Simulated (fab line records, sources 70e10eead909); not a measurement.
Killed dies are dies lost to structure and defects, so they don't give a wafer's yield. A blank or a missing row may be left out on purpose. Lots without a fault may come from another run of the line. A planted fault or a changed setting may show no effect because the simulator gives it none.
Chamber matching | flow nand_harc | NHARC_A_SGD_CUT_ETCH_58 on rie_diel-04: 4 sister chambers
The step etches the open film in CF4, target depth 39 nm, time 65 s. 18 wafers are shown with their chamber, then 9 later ones without.

WAFERS WITH THEIR CHAMBER
wafer  | chamber | drypump_motor_current_A (A) | oes_product_au (a.u.) | rf_vpp_V (V)
L076.1 | 1       | 6.6                         | 1.029                 | 151.3
L076.2 | 2       | 5.7                         | 0.988                 | 149.3
L076.5 | 0       | 5.3                         | 1.002                 | 150.3
L081.2 | 0       | 5.3                         | 1.006                 | 149.1
L081.4 | 1       | 6.6                         | 1.028                 | 150.5
L081.5 | 0       | 5.3                         | 1.006                 | 149.8
L083.1 | 0       | 5.2                         | 1.000                 | 149.6
L083.4 | 2       | 5.7                         | 0.990                 | 149.0
L083.6 | 1       | 6.6                         | 1.012                 | 150.7
L082.1 | 3       | 5.2                         | 0.998                 | 151.7
L082.2 | 1       | 6.6                         | 1.017                 | 151.3
L082.3 | 2       | 5.7                         | 0.991                 | 149.4
L086.1 | 0       | 5.3                         | 1.007                 | 150.6
L086.4 | 2       | 5.7                         | 0.999                 | 149.8
L086.5 | 3       | 5.2                         | 1.001                 | 153.2
L087.1 | 1       | 6.6                         | 1.021                 | 151.0
L087.2 | 3       | 5.2                         | 0.998                 | 151.7
L087.4 | 2       | 5.7                         | 0.991                 | 148.5

SIGNATURES (means of the wafers above)
reading                 | chamber 0 | chamber 1 | chamber 2 | chamber 3 | scatter within a chamber
drypump_motor_current_A | 5.280     | 6.600     | 5.700     | 5.200     | 0.0239
oes_product_au          | 1.00420   | 1.02140   | 0.99180   | 0.99900   | 0.0048
rf_vpp_V                | 149.880   | 150.960   | 149.200   | 152.200   | 0.557
Rule: a wafer's distance from a chamber is the root of the sum, over the readings, of the square of ((its reading less the chamber's mean) divided by the reading's scatter). The wafer belongs to the nearest chamber; if the next one is less than 2 further off, it can't be placed. The scatter: the root of (the sum of the squares of (reading less its chamber's mean) over the shown wafers, divided by (wafers less chambers)).

WAFERS WITHOUT THEIR CHAMBER
wafer  | drypump_motor_current_A (A) | oes_product_au (a.u.) | rf_vpp_V (V)
L092.1 | 5.7                         | 1.010                 | 149.6
L092.3 | 5.2                         | 0.995                 | 152.3
L092.4 | 5.3                         | 1.011                 | 150.4
L095.3 | 5.3                         | 0.997                 | 150.0
L095.5 | 5.2                         | 0.999                 | 153.0
L095.6 | 5.3                         | 1.007                 | 150.9
L093.3 | 5.7                         | 0.999                 | 150.1
L093.5 | 5.7                         | 0.991                 | 148.8
L093.6 | 5.2                         | 0.991                 | 153.3

WHICH CHAMBER EACH WENT THROUGH
wafer  | from the rows above | in truth
L092.1 | 2                   | 2
L092.3 | 3                   | 3
L092.4 | 0                   | 0
L095.3 | 0                   | 0
L095.5 | 3                   | 3
L095.6 | 0                   | 0
L093.3 | 2                   | 2
L093.5 | 2                   | 2
L093.6 | 3                   | 3
Placed correctly: 9 of 9. Can't be placed from these rows: 0. Placed wrongly: 0.
